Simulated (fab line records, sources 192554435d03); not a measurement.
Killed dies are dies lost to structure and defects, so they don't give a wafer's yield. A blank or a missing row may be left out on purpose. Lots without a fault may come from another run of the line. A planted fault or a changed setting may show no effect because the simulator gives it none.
fab line records | flow n5_finfet
record lots=9 wafers=27 last_day=17
route steps=1938 shown BEOL_M7@1263 PASSIVATION@1936
lots that met no fault: from a run of the same line without faults
start_h: hours from the record's first day to the start of the lot's first wafer shown | wait_h: hours since the lot's step before | " the same as in the row above | L1.1+2: a row that stands for several wafers | - no value, or no start given | * or withheld: withheld | < > ~ a bound
route shown NAME@n: a module of which the file shows steps, and the number in the route of the first | usual: mean/standard deviation of fault-free wafers | same: alike in all rows | chamber/n: place in a boat | sites: the reading at each site | _std_site: their standard deviation | _edge_site: outer sites' mean less inner sites' | radius_mm: how far each site lies from the wafer's centre | mask NAME#n: copy n | behind: the tool/chamber that last shaped the wafer | hold: why the lot was held/for how many hours/how that ended | device: the transistor (n, p or np) that didn't switch | end of line: the same wafers' tests at the end of the route | a step without rows: its recipe alone | killed: dies lost to structure and defects at the first sort, not the wafer's yield | map: a wafer's dies, x killed, . not, _ none there
set.NAME: the setting as run; set.NAME@STEP: as run at that earlier step | model.NAME: the simulator's own value behind a step, which no gauge read
steps of the route over a sample of lots; a table a step, a row a wafer
services: from which hour (start_h, from the record's first day; less than 0 if before it) a tool's chamber was out of use, for how many hours, and why
## steps
# step N5_BEOL_M7_ILD_DEP_00
# recipe material=SiCOH_lowk target_thk_a=1797.5 temp_c=300 precursor=DEMS/porogen pressure_torr=5 rf_w=500 time_s=33.4
# usual heater_power_w=329/52 showerhead_plenum_p_Torr=5.733/0.014 showerhead_vpp_V=1447/76 susceptor_temp_C=299.97/0.17 throttle_valve_pct=14.0/0.43
# columns lot.wafer tool chamber start_h wait_h heater_power_w showerhead_plenum_p_Torr showerhead_vpp_V susceptor_temp_C throttle_valve_pct
L311.2 pecvd-04 1 193.08 0.0 420 5.732 1583 299.95 14.4
L311.3 " 2 " " 279 5.747 1465 299.75 14.3
L311.4 " 0 " " 301 5.737 1346 299.83 13.7
L314.1 pecvd-01 1 213.43 0.0 300 5.743 1286 300.06 14.1
L314.2 " 0 " " 290 5.771 1382 300.09 15.6
L314.4 " 0 " " 295 5.774 1409 300.15 15.7
L318.1 pecvd-04 2 239.14 0.0 259 5.722 1459 299.81 14.0
L318.4 " 2 " " 259 5.738 1455 299.78 14.0
L318.6 " 0 " " 306 5.749 1355 299.87 14.1
L319.1 pecvd-02 0 242.40 0.0 341 5.743 1436 299.87 13.9
L319.2 " 1 " " 338 5.739 1394 300.12 13.8
L319.5 " 2 " " 355 5.723 1484 299.86 13.7
L320.1 pecvd-02 0 244.04 0.0 336 5.733 1424 299.86 13.4
L320.2 " 2 " " 390 5.707 1447 300.04 13.6
L320.4 " 1 " " 323 5.724 1383 300.00 13.7
L322.1 pecvd-01 1 266.89 0.0 287 5.746 1292 300.00 13.9
L322.3 " 2 " " 272 5.742 1437 299.85 14.6
L322.4 " 0 " " 244 5.787 1414 299.89 16.0
L330.1 pecvd-02 2 298.18 0.0 363 5.711 1476 299.85 13.6
L330.2 " 1 " " 305 5.741 1386 299.91 13.5
L330.6 " 2 " " 382 5.707 1468 300.17 13.7
L327.1 pecvd-02 2 310.23 0.0 363 5.713 1441 299.80 13.8
L327.4 " 2 " " 370 5.730 1438 300.10 13.6
L327.5 " 0 " " 342 5.736 1468 299.61 13.8
L333.1 pecvd-02 1 342.19 0.0 267 5.740 1397 299.66 13.8
L333.3 " 0 " " 372 5.744 1434 300.00 14.0
L333.5 " 1 " " 278 5.730 1403 299.98 14.0
# step N5_BEOL_M7_PECVD_70
# recipe material=SiO2 target_thk_a=200 temp_c=400 precursor=TEOS/O2 pressure_torr=5.5 rf_w=450 teos_flow_sccm=53.8 gas=O2 flow_sccm=3000 time_s=22.7
# usual heater_power_w=723/100 showerhead_plenum_p_Torr=8.78/0.068 showerhead_vpp_V=1352/73 susceptor_temp_C=399.99/0.21 throttle_valve_pct=22.8/1.1
# columns lot.wafer tool chamber start_h wait_h heater_power_w showerhead_plenum_p_Torr showerhead_vpp_V susceptor_temp_C throttle_valve_pct
L311.2 pecvd-04 2 193.69 0.0 688 8.78 1399 399.77 22.8
L311.3 " 0 " " 734 8.80 1291 399.68 22.1
L311.4 " 2 " " 671 8.75 1378 399.79 22.8
L314.1 pecvd-02 1 214.53 0.0 748 8.78 1313 400.04 22.4
L314.2 " 2 " " 739 8.70 1397 400.03 22.0
L314.4 " 1 " " 743 8.76 1313 400.14 22.4
L318.1 pecvd-02 2 239.76 0.0 825 8.66 1367 399.75 21.9
L318.4 " 1 " " 755 8.80 1316 400.18 22.3
L318.6 " 0 " " 825 8.77 1375 399.53 22.2
L319.1 pecvd-01 2 243.01 0.0 545 8.82 1351 400.12 23.5
L319.2 " 1 " " 610 8.80 1222 400.05 23.0
L319.5 " 0 " " 599 8.91 1326 400.08 25.6
L320.1 pecvd-04 1 244.65 0.0 923 8.73 1525 399.98 22.7
L320.2 " 2 " " 653 8.78 1408 400.06 22.8
L320.4 " 2 " " 668 8.73 1388 400.04 22.7
L322.1 pecvd-02 2 267.51 0.0 845 8.69 1390 399.95 21.7
L322.3 " 1 " " 732 8.75 1333 400.05 22.4
L322.4 " 1 " " 736 8.77 1312 400.21 22.3
L330.1 pecvd-04 2 298.82 0.0 557 8.78 1386 400.04 23.0
L330.2 " 1 " " 851 8.72 1520 399.89 23.1
L330.6 " 2 " " 560 8.79 1402 400.06 22.8
L327.1 pecvd-04 1 310.85 0.0 943 8.71 1503 400.20 23.1
L327.4 " 1 " " 925 8.73 1525 400.44 23.2
L327.5 " 2 " " 682 8.76 1379 400.21 22.8
L333.1 pecvd-01 1 343.29 0.0 622 8.80 1217 400.17 22.7
L333.3 " 2 " " 546 8.84 1357 400.18 23.5
L333.5 " 1 " " 631 8.77 1212 400.34 22.5
# step N5_BEOL_M7_ETCH_62
# recipe chemistry=N2/H2 target=SOC target_depth_a=1100 overetch_a=220 mask_material=SiARC temp_c=40 time_s=165 ion_energy_ev=200 pressure_mtorr=30 source_w=840 bias_w=150 n2_flow_sccm=200 h2_flow_sccm=200
# usual chamber_pressure_mTorr=30.000/0.026 drypump_motor_current_A=5.6/0.55 oes_product_au=0.70/0.082 rf_fwd_power_W=837.6/3 rf_vpp_V=523.9/2.8 showerhead_plenum_p_Torr=2.54/0.1 throttle_valve_pct=17.7/0.32
# columns lot.wafer tool chamber start_h wait_h chamber_pressure_mTorr drypump_motor_current_A oes_product_au rf_fwd_power_W rf_hours_counter_h rf_vpp_V showerhead_plenum_p_Torr throttle_valve_pct
L311.2 rie_diel-03 2 194.52 0.0 30.002 6.6 0.65 835.3 160 527.5 2.62 17.6
L311.3 " 1 " " 30.005 4.9 0.73 840.4 50 527.9 2.70 18.1
L311.4 " 3 " " 29.969 5.4 0.81 841.3 - 522.2 2.50 17.7
L314.1 rie_diel-03 2 215.42 0.0 29.977 6.6 0.64 836.4 168 527.1 2.62 17.6
L314.2 " 1 " " 29.985 4.9 0.71 833.8 58 528.9 2.69 18.2
L314.4 " 2 " " 29.973 6.6 0.64 836.1 - 527.4 2.62 17.6
L318.1 rie_diel-04 2 242.01 0.0 30.039 6.3 0.58 835.2 237 523.6 2.51 18.3
L318.4 " 0 " " 30.059 5.1 0.59 836.8 228 519.7 2.40 17.8
L318.6 " 1 " " 29.992 5.0 0.60 838.5 - 519.7 2.42 17.9
L319.1 rie_diel-03 3 244.23 0.0 29.983 5.4 0.76 1041.9 21 485.2 2.49 17.8
L319.2 " 2 " " 30.001 6.6 0.63 841.0 178 525.5 2.62 17.6
L319.5 " 0 " " 30.007 5.7 0.80 837.5 - 523.2 2.48 17.6
L320.1 rie_diel-03 3 245.59 0.0 29.980 5.4 0.77 1037.7 21 485.7 2.49 17.8
L320.2 " 1 " " 29.937 4.9 0.71 835.1 69 527.6 2.69 18.2
L320.4 " 1 " " 29.977 4.9 0.70 836.8 - 527.1 2.69 18.2
L322.1 rie_diel-05 0 269.50 0.0 30.034 5.6 0.72 833.4 76 523.4 2.56 17.2
L322.3 " 2 " " 30.006 5.7 0.83 839.6 2 525.3 2.59 17.0
L322.4 " 3 " " 30.029 5.0 0.78 841.8 23 522.3 2.48 17.1
L330.1 rie_diel-04 0 301.18 0.0 30.030 5.1 0.58 836.6 247 519.8 2.40 17.8
L330.2 " 1 " " 29.988 5.0 0.60 840.7 204 520.6 2.41 17.9
L330.6 " 0 " " 30.007 5.1 0.57 835.9 - 520.4 2.39 17.8
L327.1 rie_diel-05 0 312.00 0.0 30.024 5.5 0.71 835.9 89 524.9 2.55 17.2
L327.4 " 3 " " 29.980 5.0 0.76 839.4 35 522.4 2.48 17.1
L327.5 " 0 " " 29.976 5.6 0.70 841.4 - 524.5 2.55 17.2
L333.1 rie_diel-03 0 344.74 0.0 30.016 5.6 0.74 836.7 35 523.3 2.47 17.7
L333.3 " 1 " " 29.954 4.9 0.68 835.9 92 527.3 2.68 18.2
L333.5 " 2 " " 30.003 6.6 0.62 838.8 - 526.7 2.61 17.7
# step N5_BEOL_M7_STRIP_67
# recipe chemistry=CF4 resist=SiARC power_w=300 bias_power_w=75 pressure_mtorr=50 cf4_flow_sccm=150 rf_frequency_hz=6e+07
# usual chamber_pressure_mTorr=50.00/0.054 drypump_motor_current_A=5.6/0.55 oes_product_au=0.82/0.097 power_w=300.0/0.92 rf_vpp_V=271.0/1.8 showerhead_plenum_p_Torr=1.79/0.062 throttle_valve_pct=13.47/0.27
# columns lot.wafer tool chamber start_h wait_h chamber_pressure_mTorr drypump_motor_current_A oes_product_au power_w rf_hours_counter_h rf_vpp_V showerhead_plenum_p_Torr throttle_valve_pct
L311.2 rie_diel-03 2 194.67 0.0 50.09 6.6 0.76 300.1 160 271.2 1.84 13.50
L311.3 " 1 " " 50.02 4.9 0.85 299.6 50 271.9 1.89 13.68
L311.4 " 3 " " 50.00 5.4 0.96 298.9 - 269.5 1.77 13.39
L314.1 rie_diel-03 2 215.57 0.0 49.96 6.6 0.75 298.5 168 271.5 1.84 13.51
L314.2 " 1 " " 50.06 4.9 0.84 298.3 58 273.7 1.89 13.71
L314.4 " 2 " " 49.94 6.6 0.76 299.4 - 273.1 1.84 13.52
L318.1 rie_diel-04 2 242.16 0.0 49.98 6.3 0.69 298.5 237 271.1 1.78 13.96
L318.4 " 0 " " 49.96 5.1 0.69 301.1 228 268.1 1.70 13.61
L318.6 " 1 " " 49.99 5.0 0.71 299.7 - 270.0 1.72 13.63
L319.1 rie_diel-03 3 244.37 0.0 50.01 5.4 0.90 299.0 21 270.2 1.76 13.43
L319.2 " 2 " " 50.06 6.6 0.75 299.3 178 273.2 1.84 13.56
L319.5 " 0 " " 49.92 5.6 0.94 300.6 - 270.9 1.77 13.34
L320.1 rie_diel-03 3 245.73 0.0 50.07 5.4 0.90 301.2 21 270.5 1.76 13.44
L320.2 " 1 " " 49.96 4.9 0.83 300.4 69 273.2 1.89 13.74
L320.4 " 1 " " 50.02 4.9 0.83 300.9 - 273.9 1.89 13.73
L322.1 rie_diel-05 0 269.65 0.0 49.97 5.5 0.84 299.6 76 270.2 1.81 13.12
L322.3 " 2 " " 49.88 5.7 0.99 300.4 2 273.2 1.84 13.02
L322.4 " 3 " " 49.96 5.0 0.91 298.7 23 270.3 1.75 12.90
L330.1 rie_diel-04 0 301.33 0.0 49.94 5.1 0.68 299.4 247 269.2 1.70 13.65
L330.2 " 1 " " 50.09 5.0 0.69 301.9 204 268.3 1.71 13.67
L330.6 " 0 " " 49.95 5.1 0.69 299.2 - 269.5 1.70 13.64
L327.1 rie_diel-05 0 312.14 0.0 49.98 5.5 0.83 300.9 89 272.7 1.81 13.14
L327.4 " 3 " " 50.02 5.0 0.89 300.8 35 269.8 1.74 12.93
L327.5 " 0 " " 49.99 5.5 0.83 301.4 - 272.2 1.81 13.16
L333.1 rie_diel-03 0 344.88 0.0 50.06 5.7 0.87 299.1 36 268.0 1.76 13.40
L333.3 " 1 " " 50.04 4.9 0.80 299.5 92 271.0 1.88 13.80
L333.5 " 2 " " 49.99 6.6 0.74 299.3 - 269.7 1.83 13.59
# step N5_PASSIVATION_PROBE_49
# usual defect_limited_yield=91.5/1.6 killed_at_M0_to_M3=33/10 killed_at_M4_up=13/5.6 killed_at_contacts=13/6 killed_at_front_end=39/12 killed_at_other=3.0/2.8 killed_dies=101/19 killed_open=65/13 killed_short=32/8.3 sort_bin_5_function=5.0/1 sort_bin_6_memory=3.1/0.69 sort_n_pass=1079/19 sort_yield_pct=91.5/1.6
# same gross_dies=1180 killed_at_back_side=0 sort_bin_4_leakage[%]=0 sort_bin_8_speed[%]=0
# columns lot.wafer tool chamber start_h wait_h defect_limited_yield[%] killed_at_M0_to_M3 killed_at_M4_up killed_at_contacts killed_at_front_end killed_at_other killed_dies killed_open killed_short sort_bin_5_function[%] sort_bin_6_memory[%] sort_n_pass sort_yield_pct[%]
L318.1 prober-02 - 315.71 0.0 91.9 25 10 21 39 0 95 68 22 4.8 2.7 1085 91.9
L318.4 prober-02 - 315.86 0.2 91.7 32 14 16 36 0 98 68 26 5.1 3.1 1082 91.7
L318.6 prober-02 - 315.96 0.3 89.7 40 17 14 47 4 122 89 31 6.6 3.6 1058 89.7
L319.1 prober-02 - 323.61 0.0 91.0 49 19 11 24 3 106 71 34 5.8 3.0 1074 91.0
L319.2 prober-02 - 323.66 0.1 86.9 66 23 15 47 4 155 89 62 7.2 5.0 1025 86.9
L319.5 prober-02 - 323.81 0.2 88.6 43 12 35 44 0 134 83 49 7.3 4.0 1046 88.6
L320.1 prober-01 - 327.19 0.0 89.1 37 21 14 54 3 129 88 34 6.9 3.6 1051 89.1
L320.2 prober-01 - 327.24 0.1 91.5 22 13 14 49 2 100 63 35 4.7 3.3 1080 91.5
L320.4 prober-01 - 327.34 0.2 90.3 37 17 11 48 1 114 79 34 6.2 3.2 1066 90.3
L322.1 prober-01 - 346.82 0.0 91.7 36 12 4 46 0 98 62 35 5.3 2.4 1082 91.7
L322.3 prober-01 - 346.92 0.1 91.7 37 10 11 40 0 98 58 40 4.1 3.7 1082 91.7
L322.4 prober-01 - 346.97 0.2 91.9 40 9 17 28 1 95 62 31 5.5 2.2 1085 91.9
L327.1 prober-02 - 389.49 0.0 94.8 15 10 14 22 0 61 42 15 3.4 1.7 1119 94.8
L327.4 prober-02 - 389.64 0.2 92.9 28 13 8 34 1 84 53 24 3.4 3.0 1096 92.9
L327.5 prober-02 - 389.69 0.2 94.1 15 5 19 29 2 70 47 21 3.0 2.9 1110 94.1
# killed by level:class
L318.1 MOL_CONTACT_COAG:geometric_particle:open=20 STI_FIN_REVEAL:geometric_particle:open=16 BEOL_M0_SAQP:geometric_particle:open=9 BEOL_M0_SAQP:geometric_particle:short=7 FIN_SAQP:geometric_particle:short=5 FIN_SAQP:geometric_particle:open=4 DUMMY_GATE:geometric_particle:open=3 ILD0:geometric_particle:open=3
L318.4 MOL_CONTACT_COAG:geometric_particle:open=10 STI_FIN_REVEAL:geometric_particle:open=9 DUMMY_GATE:geometric_particle:open=8 BEOL_M1:geometric_particle:open=8 BEOL_M3:geometric_particle:open=6 ILD0:geometric_particle:open=5 BEOL_M4:geometric_particle:open=5 STI_FIN_REVEAL:geometric_particle:short=4
L318.6 FIN_SAQP:geometric_particle:open=16 MOL_CONTACT_COAG:geometric_particle:open=13 STI_FIN_REVEAL:geometric_particle:open=9 BEOL_M3:geometric_particle:open=9 BEOL_M0_SAQP:geometric_particle:open=7 BEOL_M0_SAQP:geometric_particle:short=7 BEOL_M0:geometric_particle:open=7 BEOL_M4:geometric_particle:open=5
L319.1 BEOL_M3:geometric_particle:open=11 MOL_CONTACT_COAG:geometric_particle:open=10 FIN_SAQP:geometric_particle:open=9 BEOL_M0_SAQP:geometric_particle:short=9 BEOL_M4:geometric_particle:open=8 BEOL_M0:geometric_particle:open=7 BEOL_M2:geometric_particle:open=6 FIN_SAQP:geometric_particle:short=5
L319.2 BEOL_M0_SAQP:geometric_particle:short=20 FIN_SAQP:geometric_particle:short=19 BEOL_M0_SAQP:geometric_particle:open=19 MOL_CONTACT_COAG:geometric_particle:open=15 BEOL_M4:geometric_particle:open=14 FIN_SAQP:geometric_particle:open=13 BEOL_M3:geometric_particle:open=7 DUMMY_GATE:geometric_particle:open=5
L319.5 MOL_CONTACT_COAG:geometric_particle:open=25 BEOL_M0_SAQP:geometric_particle:short=14 BEOL_M0_SAQP:geometric_particle:open=13 FIN_SAQP:geometric_particle:open=11 FIN_SAQP:geometric_particle:short=11 MOL_CONTACT_COAG:geometric_particle:short=9 STARTING-WAFER:geometric_particle:open=6 BEOL_M0:geometric_particle:open=5
L320.1 STI_FIN_REVEAL:geometric_particle:open=17 MOL_CONTACT_COAG:geometric_particle:open=11 FIN_SAQP:geometric_particle:open=10 FIN_SAQP:geometric_particle:short=9 BEOL_M0_SAQP:geometric_particle:short=8 BEOL_M3:geometric_particle:open=8 BEOL_M0_SAQP:geometric_particle:open=6 BEOL_M2:geometric_particle:open=5
L320.2 STI_FIN_REVEAL:geometric_particle:open=16 MOL_CONTACT_COAG:geometric_particle:open=11 FIN_SAQP:geometric_particle:short=6 STI_FIN_REVEAL:geometric_particle:short=5 BEOL_M0_SAQP:geometric_particle:short=5 BEOL_M3:geometric_particle:open=5 BEOL_M7:geometric_particle:open=5 DUMMY_GATE:geometric_particle:open=4
L320.4 STI_FIN_REVEAL:geometric_particle:open=10 MOL_CONTACT_COAG:geometric_particle:open=10 BEOL_M0_SAQP:geometric_particle:open=10 FIN_SAQP:geometric_particle:open=9 BEOL_M4:geometric_particle:open=9 FIN_SAQP:geometric_particle:short=8 BEOL_M0_SAQP:geometric_particle:short=7 BEOL_M1:geometric_particle:open=6
L322.1 FIN_SAQP:geometric_particle:open=18 BEOL_M0_SAQP:geometric_particle:open=9 FIN_SAQP:geometric_particle:short=8 BEOL_M2:geometric_particle:open=8 BEOL_M0_SAQP:geometric_particle:short=8 DUMMY_GATE:geometric_particle:open=6 BEOL_M4:geometric_particle:short=5 BEOL_M1:geometric_particle:open=5
L322.3 FIN_SAQP:geometric_particle:short=12 MOL_CONTACT_COAG:geometric_particle:open=10 BEOL_M0_SAQP:geometric_particle:short=9 BEOL_M1:geometric_particle:open=8 FIN_SAQP:geometric_particle:open=7 BEOL_M0_SAQP:geometric_particle:open=7 GATE_CUT:geometric_particle:short=6 BEOL_M2:geometric_particle:open=5
L322.4 MOL_CONTACT_COAG:geometric_particle:open=14 BEOL_M0_SAQP:geometric_particle:short=12 BEOL_M0_SAQP:geometric_particle:open=7 BEOL_M2:geometric_particle:open=7 DUMMY_GATE:geometric_particle:open=6 GATE_CUT:geometric_particle:open=6 BEOL_M3:geometric_particle:open=6 BEOL_M4:geometric_particle:short=4
L327.1 MOL_CONTACT_COAG:geometric_particle:open=13 STI_FIN_REVEAL:geometric_particle:open=7 BEOL_M3:geometric_particle:open=6 STARTING-WAFER:geometric_particle:open=4 GATE_CUT:geometric_particle:open=3 GATE_CUT:geometric_particle:short=2 BEOL_M0_SAQP:geometric_particle:short=2 BEOL_M2:geometric_particle:open=2
L327.4 STI_FIN_REVEAL:geometric_particle:open=10 BEOL_M3:geometric_particle:open=8 HKMG_FIN:area_etch=7 BEOL_M1:geometric_particle:open=6 MOL_CONTACT_COAG:geometric_particle:open=5 BEOL_M8:geometric_particle:open=4 GATE_CUT:geometric_particle:short=3 MOL_CONTACT_COAG:geometric_particle:short=3
L327.5 MOL_CONTACT_COAG:geometric_particle:open=16 BEOL_M3:geometric_particle:open=8 STARTING-WAFER:geometric_particle:short=6 STI_FIN_REVEAL:geometric_particle:open=5 DUMMY_GATE:geometric_particle:open=3 SPACER0:geometric_particle:short=3 MOL_CONTACT_COAG:geometric_particle:short=3 GATE_CUT:geometric_particle:short=2
## services
# columns tool chamber start_h hours kind
pecvd-02 1 178.61 2.1 scheduled_down
rie_diel-05 3 180.01 - clean
rie_diel-05 3 180.01 - consumable_replace:focus_ring
rie_diel-05 3 180.01 23.3 scheduled_down
rie_diel-05 3 180.01 23.3 vent_cycle
rie_diel-04 1 183.48 4.8 repair
rie_diel-03 0 193.33 - clean
rie_diel-03 0 193.33 - consumable_replace:focus_ring
rie_diel-03 0 193.33 26.6 scheduled_down
rie_diel-03 0 193.33 26.6 vent_cycle
rie_diel-05 1 212.43 - clean
rie_diel-05 1 212.43 - consumable_replace:focus_ring
rie_diel-05 1 212.43 - consumable_replace:showerhead
rie_diel-05 1 212.43 30.8 scheduled_down
rie_diel-05 1 212.43 30.8 vent_cycle
pecvd-01 2 217.11 6.5 repair
rie_diel-05 2 243.42 - clean
rie_diel-05 2 243.42 - consumable_replace:focus_ring
pecvd-01 - 252.22 2.3 repair
pecvd-04 0 271.90 10.6 repair
pecvd-02 - 278.99 1.1 repair
pecvd-02 0 297.90 5.5 scheduled_down
pecvd-04 0 320.09 16.5 scheduled_down
rie_diel-03 1 342.20 1.8 repair
## key
first_sign step=N5_BEOL_M7_ETCH_62 reading=rf_fwd_power_W direction=up sigmas=68 usual=* struck=*
effect step=N5_BEOL_M7_ETCH_62 reading=rf_vpp_V direction=down sigmas=14 usual=523.9 struck=485.4
met_at N5_BEOL_M7_ETCH_62
struck_lots L319,L320
struck_wafers L319.1,L320.1
not_acting_at N5_BEOL_M7_ILD_DEP_00,N5_BEOL_M7_PECVD_70,N5_BEOL_M7_STRIP_67
onset_between 194.52 244.23
fault kind=process_parameter_drift tool=rie_diel-03 chamber=3 onset_h=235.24 steps=N5_BEOL_M7_ETCH_62 channel=source_w offset=201.6 shape=step end_h=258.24 acts_in=these_recipes_only stated=840
